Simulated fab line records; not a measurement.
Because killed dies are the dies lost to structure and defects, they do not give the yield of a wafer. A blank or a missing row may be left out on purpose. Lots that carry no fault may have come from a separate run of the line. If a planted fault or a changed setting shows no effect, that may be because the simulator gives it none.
What tool caused it? ; flow n5Finfet ; 24 lots, 72 wafers sampled, at 5 steps of a route of 1938

WHAT EACH GAUGE READ, for each wafer
N5_BEOL_M10_OVL_MEAS_29. Usual: for V9_OVL the level is 0.1 nm and the standard deviation is 0.57.
lot;measured;on;V9_OVL (nm);flag
L075;day 10 11:18;overlay-02;0.6 0.3 0.4;
L074;day 10 14:13;overlay-02;-0.1 0.3 -0.1;
L076;day 10 23:05;overlay-02;-0.7 -0.9 -0.1;
L077;day 11 07:19;overlay-01;0.2 0.5 0.2;
L078;day 11 12:23;overlay-02;-0.6 -0.2 -0.3;
L080;day 12 01:05;overlay-02;-0.3 -0.7 -0.5;
L081;day 12 09:01;overlay-02;0.8 0.7 1.0;
L079;day 12 09:11;overlay-02;0.5 0.9 -0.1;
L083;day 12 13:04;overlay-01;0.4 0.9 -0.2;
L082;day 12 21:34;overlay-02;-0.9 0.3 -0.2;
L084;day 13 05:35;overlay-01;-0.2 0.9 0.6;
L085;day 13 14:09;overlay-01;0.0 0.1 -0.4;
L086;day 13 14:19;overlay-02;0.4 -0.2 -0.6;
L089;day 14 00:34;overlay-01;0.0 0.2 0.6;
L087;day 14 00:51;overlay-02;0.2 0.6 0.8;
L088;day 14 00:53;overlay-02;0.0 0.2 0.4;
L090;day 14 08:04;overlay-01;-0.6 0.3 -0.5;
L091;day 14 08:14;overlay-01;0.1 0.5 0.7;
L094;day 15 00:25;overlay-01;0.4 0.7 0.8;
L092;day 15 00:38;overlay-01;0.6 -0.5 -0.6;
L093;day 15 04:25;overlay-01;-1.2 -0.3 -1.2;
L095;day 15 22:26;overlay-01;0.1 -0.1 0.6;
L096;day 16 00:41;overlay-01;0.5 -0.7 -0.2;
L097;day 16 13:58;overlay-02;0.6 0.6 -0.5;

N5_BEOL_M10_CD_MEAS_35: the cd target is 70 nm. Usual: cdNm 70.0 nm, standard deviation 0.62.
lot;measured;on;cdNm (nm);flag
L075;day 10 12:00;cdSem-03;69.5 70.4 69.0;
L074;day 10 14:55;cdSem-03;69.8 69.6 69.3;
L076;day 10 23:48;cdSem-01;70.3 70.5 70.6;
L077;day 11 08:01;cdSem-02;69.9 70.6 69.9;
L078;day 11 13:46;cdSem-01;69.7 70.6 70.7;
L080;day 12 01:47;cdSem-03;69.9 69.8 70.3;
L081;day 12 09:44;cdSem-02;70.9 70.1 70.0;
L079;day 12 09:55;cdSem-03;69.2 69.6 68.9;
L083;day 12 13:47;cdSem-03;68.6 69.9 68.7;
L082;day 12 22:16;cdSem-03;70.6 70.8 70.7;
L084;day 13 06:17;cdSem-02;69.3 69.8 68.8;
L085;day 13 14:51;cdSem-01;69.4 69.2 71.0;
L086;day 13 15:01;cdSem-02;71.2 71.0 70.5;
L089;day 14 01:17;cdSem-03;69.3 69.9 69.3;
L087;day 14 01:51;cdSem-03;70.4 71.1 70.9;
L088;day 14 01:52;cdSem-02;70.1 70.3 70.0;
L090;day 14 08:46;cdSem-02;69.8 69.4 68.9;
L091;day 14 08:56;cdSem-02;70.6 70.5 69.3;
L094;day 15 01:08;cdSem-03;70.1 70.6 69.9;
L092;day 15 01:20;cdSem-03;70.1 70.7 70.4;
L093;day 15 05:12;cdSem-01;69.5 70.2 69.2;
L095;day 15 23:10;cdSem-02;71.6 71.2 70.8;
L096;day 16 01:23;cdSem-03;70.6 70.3 69.5;
L097;day 16 14:40;cdSem-02;70.1 69.7 70.4;

N5_BEOL_M11_OVL_MEAS_29. Usual: for V10_OVL the level is -0.3 nm and the standard deviation is 0.63.
lot;measured;on;V10_OVL (nm);flag
L075;day 10 21:01;overlay-01;0.4 0.7 0.5;
L074;day 10 22:11;overlay-02;-0.4 -0.2 -0.9;
L076;day 11 07:11;overlay-02;-0.3 0.5 0.4;
L077;day 11 18:20;overlay-02;-0.8 -0.2 0.0;
L078;day 12 01:13;overlay-01;-0.9 -0.9 -0.8;
L080;day 12 09:01;overlay-01;0.3 -0.7 -1.3;
L081;day 12 19:01;overlay-01;-0.1 -1.2 -0.3;
L079;day 12 18:50;overlay-01;-0.1 0.7 1.4;
L083;day 12 21:41;overlay-01;0.4 -0.1 0.8;
L082;day 13 04:26;overlay-01;0.0 -0.2 -0.6;
L084;day 13 17:32;overlay-01;-1.1 -0.1 -1.0;
L085;day 13 20:59;overlay-02;-0.4 -0.3 -0.2;
L086;day 13 21:26;overlay-01;0.5 -0.3 0.8;
L089;day 14 08:04;overlay-01;-0.8 -1.0 -0.3;
L087;day 14 14:26;overlay-02;0.2 -0.7 0.4;
L088;day 14 09:53;overlay-02;-0.5 -0.2 -0.1;
L090;day 14 17:05;overlay-01;-0.9 0.2 -0.3;
L091;day 14 16:55;overlay-01;-0.7 -0.5 -1.4;
L094;day 15 10:11;overlay-01;-0.1 -0.1 -0.5;
L092;day 15 10:01;overlay-01;-0.7 0.2 -0.2;
L093;day 15 11:43;overlay-02;-0.7 -1.3 0.0;
L095;day 16 07:18;overlay-02;-0.7 -0.4 0.7;
L096;day 16 07:40;overlay-01;-0.4 -0.7 -0.6;
L097;day 16 22:07;overlay-02;0.7 0.4 0.1;

TOOL THAT RAN EACH LOT (tool first, then ch and the chambers of the sampled wafers, then the start)
lot;N5_BEOL_M10_DEGAS_44;N5_BEOL_M10_DEP_56
L075;pvdSputter-01, day 10 12:38;pecvd-04 ch 0,1, day 10 18:48
L074;pvdSputter-02, day 10 15:19;pecvd-01 ch 0,2, day 10 19:52
L076;pvdSputter-01, day 11 00:18;pecvd-04 ch 0,2, day 11 03:49
L077;pvdSputter-01, day 11 08:26;pecvd-01 ch 0,1,2, day 11 10:57
L078;pvdSputter-01, day 11 18:13;pecvd-04 ch 0,1,2, day 11 20:19
L080;pvdSputter-03, day 12 02:17;pecvd-01 ch 0,1,2, day 12 03:48
L081;pvdSputter-01, day 12 10:29;pecvd-01 ch 0,1, day 12 12:26
L079;pvdSputter-03, day 12 10:29;pecvd-02 ch 1,2, day 12 12:30
L083;pvdSputter-02, day 12 14:28;pecvd-01 ch 1,2, day 12 16:44
L082;pvdSputter-02, day 12 22:44;pecvd-02 ch 0,1,2, day 13 00:23
L084;pvdSputter-01, day 13 06:44;pecvd-04 ch 0,1,2, day 13 10:19
L085;pvdSputter-03, day 13 15:30;pecvd-02 ch 0,2, day 13 17:55
L086;pvdSputter-03, day 13 15:35;pecvd-04 ch 0,1,2, day 13 18:19
L089;pvdSputter-01, day 14 01:42;pecvd-02 ch 0,1,2, day 14 04:08
L087;pvdSputter-01, day 14 02:40;pecvd-01 ch 1,2, day 14 05:11
L088;pvdSputter-01, day 14 02:52;pecvd-01 ch 0,1, day 14 05:23
L090;pvdSputter-01, day 14 09:35;pecvd-01 ch 1,2, day 14 11:17
L091;pvdSputter-01, day 14 09:46;pecvd-04 ch 0,2, day 14 11:23
L094;pvdSputter-03, day 15 02:02;pecvd-04 ch 0,1,2, day 15 05:47
L092;pvdSputter-03, day 15 02:07;pecvd-04 ch 0,1,2, day 15 06:05
L093;pvdSputter-03, day 15 05:46;pecvd-01 ch 0,1,2, day 15 07:23
L095;pvdSputter-03, day 15 23:36;pecvd-02 ch 0,1,2, day 16 02:52
L096;pvdSputter-01, day 16 02:13;pecvd-04 ch 0,1,2, day 16 03:56
L097;pvdSputter-03, day 16 15:20;pecvd-04 ch 0,1,2, day 16 17:11
- N5_BEOL_M10_DEGAS_44: time 60 s.
- N5_BEOL_M10_DEP_56: deposits SiCN from 3MS/NH3, target thk 15 nm, time 26.5 s.

AS READ BY THE TOOLS THEMSELVES (means over the sampled wafers that have a number; for cases with no such wafer, the mark the record gives instead)
N5_BEOL_M10_DEGAS_44. Usual: heaterPowerW 345 W, standard deviation 36.
lot;tool;heaterPowerW (W);flag
L075;pvdSputter-01;364;
L074;pvdSputter-02;331;
L076;pvdSputter-01;345;
L077;pvdSputter-01;371;
L078;pvdSputter-01;353;
L080;pvdSputter-03;356;
L081;pvdSputter-01;333;
L079;pvdSputter-03;348;
L083;pvdSputter-02;297;
L082;pvdSputter-02;295;
L084;pvdSputter-01;346;
L085;pvdSputter-03;359;
L086;pvdSputter-03;357;
L089;pvdSputter-01;346;
L087;pvdSputter-01;354;
L088;pvdSputter-01;374;
L090;pvdSputter-01;360;
L091;pvdSputter-01;336;
L094;pvdSputter-03;358;
L092;pvdSputter-03;347;
L093;pvdSputter-03;355;
L095;pvdSputter-03;357;
L096;pvdSputter-01;367;
L097;pvdSputter-03;354;

N5_BEOL_M10_DEP_56. Usual: chamberPressureTorr 2.999 Torr, standard deviation 0.0072; showerheadPlenumPTorr 3.660 Torr, standard deviation 0.013; throttleValvePct 8.8 %, standard deviation 0.45.
lot;tool;chamberPressureTorr (Torr);showerheadPlenumPTorr (Torr);throttleValvePct (%);flag
L075;pecvd-04;2.994;3.671;8.7;
L074;pecvd-01;3.008;3.652;8.3;
L076;pecvd-04;2.995;3.665;8.2;
L077;pecvd-01;3.001;3.656;8.4;
L078;pecvd-04;3.001;3.666;8.7;
L080;pecvd-01;2.994;3.648;8.3;
L081;pecvd-01;3.000;3.642;8.7;
L079;pecvd-02;2.990;3.650;9.2;
L083;pecvd-01;3.004;3.654;8.5;
L082;pecvd-02;3.005;3.660;9.2;
L084;pecvd-04;3.005;3.673;8.8;
L085;pecvd-02;2.991;3.667;9.2;
L086;pecvd-04;3.001;3.665;8.9;
L089;pecvd-02;3.000;3.661;9.3;
L087;pecvd-01;3.001;3.658;8.5;
L088;pecvd-01;3.006;3.647;8.4;
L090;pecvd-01;2.992;3.646;8.7;
L091;pecvd-04;3.004;3.664;8.3;
L094;pecvd-04;2.993;3.670;8.7;
L092;pecvd-04;3.001;3.665;9.0;
L093;pecvd-01;2.995;3.645;8.5;
L095;pecvd-02;3.003;3.659;9.1;
L096;pecvd-04;2.999;3.666;8.8;
L097;pecvd-04;3.002;3.668;8.8;

THE ANSWER, worked out from the rows above alone
Rule: a lot is off if the mean of its wafers that have a number lies more than 3 standard deviations from the usual mean. A lot without any number at a reading at which 4 lots or more have one is off too. All remaining lots with rows at the step are treated as sound. First the gauges in route order, then the tools' own readings, where a lot's mean is used as printed above. At the first step where some lot is off, the reading lying furthest off is the one used; lots without a number count as furthest.
None of the lots is off at any reading shown; this tells nothing.

WHAT HAD BEEN PUT IN BY THE SIMULATOR
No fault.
